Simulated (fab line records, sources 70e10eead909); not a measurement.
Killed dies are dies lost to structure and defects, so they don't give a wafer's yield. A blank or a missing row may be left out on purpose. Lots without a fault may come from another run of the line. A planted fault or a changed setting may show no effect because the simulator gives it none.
Which tool did it? | flow nand_harc | 6 lots, 18 wafers sampled, at 3 steps of a route of 1159

WHAT THE GAUGES READ, wafer by wafer
NHARC_P_M0_CD_MEAS_09: target cd 90 nm.
lot  | measured     | on        | cd_nm (nm)
L237 | day 6 10:04  | cd_sem-03 | 90.4 91.5 91.4
L240 | day 6 21:47  | cd_sem-01 | 90.7 90.4 90.7
L245 | day 8 05:08  | cd_sem-02 | 120.5 119.5 119.4
L249 | day 9 04:31  | cd_sem-03 | 90.7 90.1 90.3
L255 | day 10 11:50 | cd_sem-03 | 89.3 90.2 90.3
L259 | day 11 17:23 | cd_sem-01 | 90.0 89.4 89.9

WHICH TOOL RAN EACH LOT (tool, then ch and the chambers of the sampled wafers, then the start)
lot  | NHARC_P_CONTACT_CMP_24        | NHARC_P_M0_PEB_07
L237 | cmp-02 ch 2,3, day 6 08:46    | litho_track-01 ch 0, day 6 09:59
L240 | cmp-02 ch 1,2,3, day 6 20:32  | litho_track-01 ch 0, day 6 21:41
L245 | cmp-02 ch 0,3, day 8 03:56    | litho_track-06 ch 0, day 8 05:02
L249 | cmp-03 ch 1,2,3, day 9 03:17  | litho_track-01 ch 0, day 9 04:26
L255 | cmp-03 ch 0,1,2, day 10 10:40 | litho_track-01 ch 0, day 10 11:45
L259 | cmp-01 ch 1,2,3, day 11 16:04 | litho_track-01 ch 0, day 11 17:18
- NHARC_P_CONTACT_CMP_24: polishes, t overpolish 30 s, target thk 200 nm.
- NHARC_P_M0_PEB_07: peb time 65 s.

THE ANSWER, worked out from the rows above alone
Rule: what is usual is taken from the lots themselves. Put in order of their means at a reading, lots are off if they are a third of the lots or fewer, leave a main group of 4 or more, and stand apart from it by a gap of 3 or more times the standard deviation of the main group's means; of several such gaps the widest counts. A main group whose means are all the same, to the digits that the tables above print for the reading, isn't used. A lot without any number at a reading at which 4 lots or more have one is off too. The other lots that the step has rows for count as sound.
Off: L245, at NHARC_P_M0_CD_MEAS_09 (cd_nm). The main group: mean 90.4 nm, standard deviation 0.48.
A tool fits if, at a process step before that reading, it ran every lot that is off, and no sound lot after the first of them. The gauges at NHARC_P_M0_CD_MEAS_09 are tried like those tools. Can't be told from this: 3 tools fit, cmp-02 at NHARC_P_CONTACT_CMP_24, litho_track-06 at NHARC_P_M0_PEB_07, cd_sem-02 at NHARC_P_M0_CD_MEAS_09.

WHAT THE SIMULATOR HAD PUT IN
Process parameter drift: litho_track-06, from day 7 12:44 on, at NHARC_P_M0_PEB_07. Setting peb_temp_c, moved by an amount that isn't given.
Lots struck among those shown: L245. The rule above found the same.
